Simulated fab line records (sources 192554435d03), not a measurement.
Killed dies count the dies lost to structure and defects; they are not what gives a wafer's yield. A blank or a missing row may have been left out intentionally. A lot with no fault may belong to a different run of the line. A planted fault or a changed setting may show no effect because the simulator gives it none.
Split-lot trial	flow n5-finfet	route with 1938 steps; 7 lots, 21 wafers read

## ON THE SPLIT
At N5_FIN_SAQP_PEB_14 (peb time 60 s), the setting peb-time-s was moved away from the recipe's 60 s on 5 of the 21 wafers read, by -18.4% to +8.7%. All remaining wafers had this setting at the recipe value.

## SPLIT TO READING: what lies between them in the file, 1 step
- N5_FIN_SAQP_DEVELOP_15: develop time 30 s

## THE READING
cd-nm, in nm, at N5_FIN_SAQP_CD_MEAS_16 (target cd 35.6 nm). Typical for fault-free wafers on this fab line: 35.7 nm, with standard deviation 0.39 nm.

wafer	tool, chamber at the split	peb-time-s as run, s	against the recipe	cd-nm, nm	against lot-mates on the recipe
L081.1	litho-track-03, 0	60	recipe	35.5	-
L081.2	litho-track-03, 0	60	recipe	35.5	-
L081.4	litho-track-03, 0	48.93	-18.4%	38.9	+3.4
L083.1	litho-track-03, 0	64.38	+7.3%	34.6	-1.4
L083.2	litho-track-03, 0	60	recipe	36.3	-
L083.5	litho-track-03, 0	60	recipe	35.8	-
L084.1	litho-track-03, 0	60	recipe	34.8	-
L084.5	litho-track-03, 0	60	recipe	34.9	-
L084.6	litho-track-03, 0	60	recipe	34.9	-
L086.2	litho-track-02, 0	60	recipe	36.2	-
L086.3	litho-track-02, 0	60	recipe	35.7	-
L086.4	litho-track-02, 0	60	recipe	35.8	-
L088.1	litho-track-02, 0	60	recipe	36.4	-
L088.3	litho-track-02, 0	60	recipe	36.2	-
L088.6	litho-track-02, 0	60	recipe	35.1	-
L091.4	litho-track-01, 0	65.23	+8.7%	34.2	-1.5
L091.5	litho-track-01, 0	60	recipe	35.8	-
L091.6	litho-track-01, 0	60	recipe	35.7	-
L093.1	litho-track-02, 0	52.66	-12.2%	37.0	+0.7
L093.3	litho-track-02, 0	52.66	-12.2%	38.1	+1.8
L093.5	litho-track-02, 0	60	recipe	36.3	-

THE FIT
A straight line over all 21 wafers: cd-nm changes by -0.164 nm for each +1% of peb-time-s; r = -0.89; the points scatter about the line by 0.51 nm.
The same after taking each lot's own level away (the mean of its wafers on the recipe; 21 wafers): -0.155 nm for each +1%; r = -0.92; scatter 0.4 nm.
On that fit, the largest move of peb-time-s shifts the reading by 2.9 nm.
The span of the lots' own levels, 34.87 to 36.30 nm, comes to 3.7 times the standard deviation stated above.
The two slopes agree, so the slope changes little with the lot-to-lot level.
Check: with one of the wafers moved furthest among these (-18.4%) left out of the fit, the line predicts +2.3 nm for it against its lot-mates. Against them it came out at +3.4 nm.

## THESE WAFERS: OTHER SPLITS
Before the reading, these wafers also passed through other splits. Each is held against what the fit with the lots' levels taken away leaves over:
other split on the same wafers	wafers away from the commonest value	r with cd-nm (lot level and that fit taken away)
N5_ZERO_LAYER_PECVD_02 time-s	4	-0.02
N5_WELL_APT_EXPOSE_05 dose-mj	5	+0.05
N5_WELL_APT_DEVELOP_07 develop-time-s	9	-0.10

## FILE'S OWN FIT
cd-nm changes by -0.163 nm for each +1% of peb-time-s, r = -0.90.
